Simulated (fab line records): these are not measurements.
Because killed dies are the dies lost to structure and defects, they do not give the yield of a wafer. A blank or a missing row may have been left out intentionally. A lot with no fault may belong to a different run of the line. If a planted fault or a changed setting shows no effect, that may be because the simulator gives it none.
A sampling plan put to the test ; flow n5-finfet ; one fab line, 33 faults that these records tell of, each judged on the records of the lots that it struck
What counts as the plan is the set of the line's own looks, namely the steps on the route at which a gauge or an inspection reads a wafer and does not change it. A look can be judged if struck wafers have a number there and the file gives its usual mean and standard deviation on fault-free wafers. Caught: at a look after the fault's first step, the mean of the struck wafers lies 4 or more of those standard deviations (sigma) from the usual mean. On the tool: the fault's steps, tested the same way using the tool's own readings. A different recipe on the struck wafers counts as caught too, as does a record blank only for those wafers.

== THE FAULTS, as the simulator had put them in ==
1. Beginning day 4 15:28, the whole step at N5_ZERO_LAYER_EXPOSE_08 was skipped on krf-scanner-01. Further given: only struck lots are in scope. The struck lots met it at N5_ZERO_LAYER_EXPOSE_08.
2. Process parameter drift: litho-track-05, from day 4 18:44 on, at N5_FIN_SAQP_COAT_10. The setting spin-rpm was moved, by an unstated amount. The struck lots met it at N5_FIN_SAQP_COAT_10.
3. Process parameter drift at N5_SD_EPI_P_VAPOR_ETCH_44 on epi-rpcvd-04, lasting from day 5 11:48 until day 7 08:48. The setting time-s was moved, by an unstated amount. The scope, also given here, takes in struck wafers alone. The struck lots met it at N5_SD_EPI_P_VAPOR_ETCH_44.
4. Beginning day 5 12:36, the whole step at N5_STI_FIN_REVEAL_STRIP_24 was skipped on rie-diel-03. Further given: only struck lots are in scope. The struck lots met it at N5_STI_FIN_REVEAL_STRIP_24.
5. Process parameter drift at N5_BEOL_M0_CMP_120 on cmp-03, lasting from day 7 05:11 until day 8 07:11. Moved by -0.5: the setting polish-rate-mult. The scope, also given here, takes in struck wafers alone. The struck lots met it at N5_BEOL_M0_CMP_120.
6. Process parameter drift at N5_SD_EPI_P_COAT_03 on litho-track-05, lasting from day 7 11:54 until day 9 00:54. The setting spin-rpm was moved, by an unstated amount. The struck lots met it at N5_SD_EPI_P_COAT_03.
7. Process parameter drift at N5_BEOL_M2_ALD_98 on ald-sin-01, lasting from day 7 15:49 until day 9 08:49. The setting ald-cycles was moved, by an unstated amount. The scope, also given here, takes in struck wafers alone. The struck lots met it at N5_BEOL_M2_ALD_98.
8. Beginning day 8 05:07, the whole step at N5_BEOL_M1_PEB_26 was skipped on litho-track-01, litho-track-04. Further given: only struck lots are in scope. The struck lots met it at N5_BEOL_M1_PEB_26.
9. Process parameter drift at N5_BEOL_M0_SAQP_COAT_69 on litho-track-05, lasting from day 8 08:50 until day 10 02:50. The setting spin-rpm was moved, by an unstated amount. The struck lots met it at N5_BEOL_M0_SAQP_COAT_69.
10. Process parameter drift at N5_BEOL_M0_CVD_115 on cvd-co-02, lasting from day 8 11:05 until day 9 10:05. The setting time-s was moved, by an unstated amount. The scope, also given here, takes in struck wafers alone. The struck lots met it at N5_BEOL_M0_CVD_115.
11. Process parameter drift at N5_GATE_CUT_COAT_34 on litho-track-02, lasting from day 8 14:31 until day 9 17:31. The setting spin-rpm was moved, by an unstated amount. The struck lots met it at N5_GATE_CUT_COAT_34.
12. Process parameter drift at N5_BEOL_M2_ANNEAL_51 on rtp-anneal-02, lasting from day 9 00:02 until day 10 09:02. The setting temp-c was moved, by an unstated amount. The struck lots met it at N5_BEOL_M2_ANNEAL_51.
13. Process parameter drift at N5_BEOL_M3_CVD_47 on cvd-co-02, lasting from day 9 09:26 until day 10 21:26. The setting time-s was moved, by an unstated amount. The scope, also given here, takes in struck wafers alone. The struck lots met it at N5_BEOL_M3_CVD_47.
14. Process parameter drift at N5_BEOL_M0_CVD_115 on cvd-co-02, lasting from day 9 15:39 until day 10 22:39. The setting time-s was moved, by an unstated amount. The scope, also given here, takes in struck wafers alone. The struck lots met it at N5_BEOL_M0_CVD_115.
15. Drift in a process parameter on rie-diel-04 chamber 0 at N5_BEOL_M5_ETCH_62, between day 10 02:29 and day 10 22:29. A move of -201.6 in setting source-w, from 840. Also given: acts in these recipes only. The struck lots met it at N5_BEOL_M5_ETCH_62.
16. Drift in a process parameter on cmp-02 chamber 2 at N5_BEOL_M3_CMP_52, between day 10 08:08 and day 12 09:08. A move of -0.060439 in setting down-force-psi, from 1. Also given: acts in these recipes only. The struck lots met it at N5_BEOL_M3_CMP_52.
17. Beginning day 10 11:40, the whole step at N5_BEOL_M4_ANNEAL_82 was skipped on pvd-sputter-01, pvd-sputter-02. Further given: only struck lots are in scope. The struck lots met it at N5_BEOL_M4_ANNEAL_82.
18. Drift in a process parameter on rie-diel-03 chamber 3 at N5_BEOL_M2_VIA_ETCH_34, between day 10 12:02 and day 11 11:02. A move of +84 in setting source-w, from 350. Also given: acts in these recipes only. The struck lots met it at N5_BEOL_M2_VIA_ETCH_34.
19. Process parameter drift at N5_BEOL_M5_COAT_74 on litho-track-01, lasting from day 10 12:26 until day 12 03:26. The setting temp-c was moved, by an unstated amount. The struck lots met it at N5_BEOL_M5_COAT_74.
20. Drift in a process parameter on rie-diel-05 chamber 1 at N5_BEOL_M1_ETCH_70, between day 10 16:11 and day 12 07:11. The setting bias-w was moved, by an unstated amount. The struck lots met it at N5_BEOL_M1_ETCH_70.
21. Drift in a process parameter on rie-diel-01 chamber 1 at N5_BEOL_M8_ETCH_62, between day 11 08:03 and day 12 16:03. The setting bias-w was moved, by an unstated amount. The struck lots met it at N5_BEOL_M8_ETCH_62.
22. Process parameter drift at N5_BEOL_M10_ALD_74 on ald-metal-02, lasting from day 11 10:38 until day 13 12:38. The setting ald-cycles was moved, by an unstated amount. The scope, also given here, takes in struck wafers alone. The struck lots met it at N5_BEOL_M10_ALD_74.
23. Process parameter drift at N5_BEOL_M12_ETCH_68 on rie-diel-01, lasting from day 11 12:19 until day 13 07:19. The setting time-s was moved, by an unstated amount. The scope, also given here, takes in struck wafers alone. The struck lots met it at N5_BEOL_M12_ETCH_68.
24. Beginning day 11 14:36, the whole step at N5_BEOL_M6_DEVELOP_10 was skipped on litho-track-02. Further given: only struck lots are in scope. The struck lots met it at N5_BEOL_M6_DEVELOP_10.
25. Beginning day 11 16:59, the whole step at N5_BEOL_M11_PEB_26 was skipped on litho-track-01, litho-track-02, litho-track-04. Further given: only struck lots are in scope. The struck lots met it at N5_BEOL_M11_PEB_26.
26. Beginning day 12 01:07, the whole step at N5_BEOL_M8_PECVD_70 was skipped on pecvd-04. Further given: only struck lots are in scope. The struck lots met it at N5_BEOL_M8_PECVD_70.
27. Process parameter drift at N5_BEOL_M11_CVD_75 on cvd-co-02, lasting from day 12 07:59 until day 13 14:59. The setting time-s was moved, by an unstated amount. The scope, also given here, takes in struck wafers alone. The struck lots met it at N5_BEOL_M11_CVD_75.
28. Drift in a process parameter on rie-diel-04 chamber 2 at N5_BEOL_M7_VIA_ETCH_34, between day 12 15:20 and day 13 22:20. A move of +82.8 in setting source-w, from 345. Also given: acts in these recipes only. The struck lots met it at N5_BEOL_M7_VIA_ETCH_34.
29. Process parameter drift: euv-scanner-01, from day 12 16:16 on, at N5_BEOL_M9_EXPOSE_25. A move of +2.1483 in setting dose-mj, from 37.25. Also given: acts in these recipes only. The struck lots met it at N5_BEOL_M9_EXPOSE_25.
30. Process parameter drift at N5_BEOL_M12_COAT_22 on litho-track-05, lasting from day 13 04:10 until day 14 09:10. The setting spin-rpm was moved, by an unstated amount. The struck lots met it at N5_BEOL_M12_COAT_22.
31. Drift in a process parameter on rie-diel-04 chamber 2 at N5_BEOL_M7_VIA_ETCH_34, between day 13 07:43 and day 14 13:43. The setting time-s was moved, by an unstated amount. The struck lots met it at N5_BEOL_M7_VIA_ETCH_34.
32. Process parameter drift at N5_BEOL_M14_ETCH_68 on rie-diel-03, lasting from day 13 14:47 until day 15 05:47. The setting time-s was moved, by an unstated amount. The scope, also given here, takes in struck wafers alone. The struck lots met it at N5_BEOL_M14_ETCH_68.
33. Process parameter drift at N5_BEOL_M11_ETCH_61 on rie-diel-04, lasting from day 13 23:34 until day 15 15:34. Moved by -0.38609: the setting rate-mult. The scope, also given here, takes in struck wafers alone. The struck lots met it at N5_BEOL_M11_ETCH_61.

== WHAT THE PLAN SAW ==
fault;on the tool itself;first look that catches it;reading, sigma;median hours from its first step to that look;hours from the fault's start to the first struck lot there;judged looks passed uncaught
1;no reading that can be judged;no look after it can be judged;-;-;-;0
2;spin-speed-rpm +99 or beyond sigma;none of the 2 looks that can be judged after it;-;-;-;2
3;under 2 sigma;N5_BEOL_M4_RC_MEAS_101;IOFF_P +39;111.5;119;1
4;the tool's record is blank for the struck wafers;not the one look that can be judged after it;-;-;-;1
5;barrier-field-endpoint-s +26 sigma;N5_BEOL_M0_INSPECT_127;raw-defect-count +99 or beyond;0.6;5;0
6;spin-speed-rpm -99 or beyond sigma;none of the 2 looks that can be judged after it;-;-;-;2
7;under 2 sigma;not the one look that can be judged after it;-;-;-;1
8;the tool's record is blank for the struck wafers;no look after it can be judged;-;-;-;0
9;spin-speed-rpm -40 sigma;not the one look that can be judged after it;-;-;-;1
10;run-length-s -99 or beyond sigma;not the one look that can be judged after it;-;-;-;1
11;spin-speed-rpm +94 sigma;not the one look that can be judged after it;-;-;-;1
12;wafer_temp_C_max +6.5 sigma;not the one look that can be judged after it;-;-;-;1
13;run-length-s +99 or beyond sigma;not the one look that can be judged after it;-;-;-;1
14;run-length-s +99 or beyond sigma;not the one look that can be judged after it;-;-;-;1
15;rf-fwd-power-W -81 sigma;no look after it can be judged;-;-;-;0
16;head-pressure-psi -29 sigma;not the one look that can be judged after it;-;-;-;1
17;the tool's record is blank for the struck wafers;not the one look that can be judged after it;-;-;-;1
18;rf-fwd-power-W +70 sigma;not the one look that can be judged after it;-;-;-;1
19;plate-temp-C +40 sigma;none of the 2 looks that can be judged after it;-;-;-;2
20;bias-w +19 sigma;not the one look that can be judged after it;-;-;-;1
21;bias-w -36 sigma;no look after it can be judged;-;-;-;0
22;under 2 sigma;no look after it can be judged;-;-;-;0
23;run-length-s -38 sigma;no look after it can be judged;-;-;-;0
24;the tool's record is blank for the struck wafers;no look after it can be judged;-;-;-;0
25;the tool's record is blank for the struck wafers;no look after it can be judged;-;-;-;0
26;the tool's record is blank for the struck wafers;no look after it can be judged;-;-;-;0
27;run-length-s +64 sigma;no look after it can be judged;-;-;-;0
28;rf-fwd-power-W +59 sigma;no look after it can be judged;-;-;-;0
29;exposure-dose-mJ-cm2 +21 sigma;no look after it can be judged;-;-;-;0
30;spin-speed-rpm +49 sigma;not the one look that can be judged after it;-;-;-;1
31;run-length-s -6.1 sigma;no look after it can be judged;-;-;-;0
32;run-length-s -61 sigma;no look after it can be judged;-;-;-;0
33;etch-rf-on-time-s +28 sigma;no look after it can be judged;-;-;-;0
A dash: the fault is not caught, or the number is missing from these records.

Caught at a look: 2 of 33. Caught on the tool: 29 of 33. By one or the other: 30 of 33.
On the tool alone, faults 2, 4, 6, 8, 9, 10, 11, 12, 13, 14, 15, 16, 17, 18, 19, 20, 21, 23, 24, 25, 26, 27, 28, 29, 30, 31, 32, 33 were caught.
Caught at a look alone: fault 3.
Caught by neither: faults 1, 7, 22.

== THINNER SAMPLING ==
If the look that catches a fault measured only every second or every third lot, by lot number, the first struck lot would be measured this late in the worst case:
fault;struck lots at that look, in order of time;every lot;every second lot;every third lot
3;L178, L181, L184;119 h;137 h;may miss all 3
5;L628, L630;5 h;may miss all 2;may miss all 2
Hours are from the fault's start to the first struck lot that is measured. 4 sigma limit: tested on the pooled struck wafers, so a lone lot may be under it. Other struck lots may not be in these records.

== THE LONGEST TIMED WAY FROM STEP TO LOOK ==
Fault 3: median gap of 111.5 hours between N5_SD_EPI_P_VAPOR_ETCH_44 and N5_BEOL_M4_RC_MEAS_101. The look between them that can be judged stayed within 4 sigma: N5_BEOL_M4_INSPECT_59.
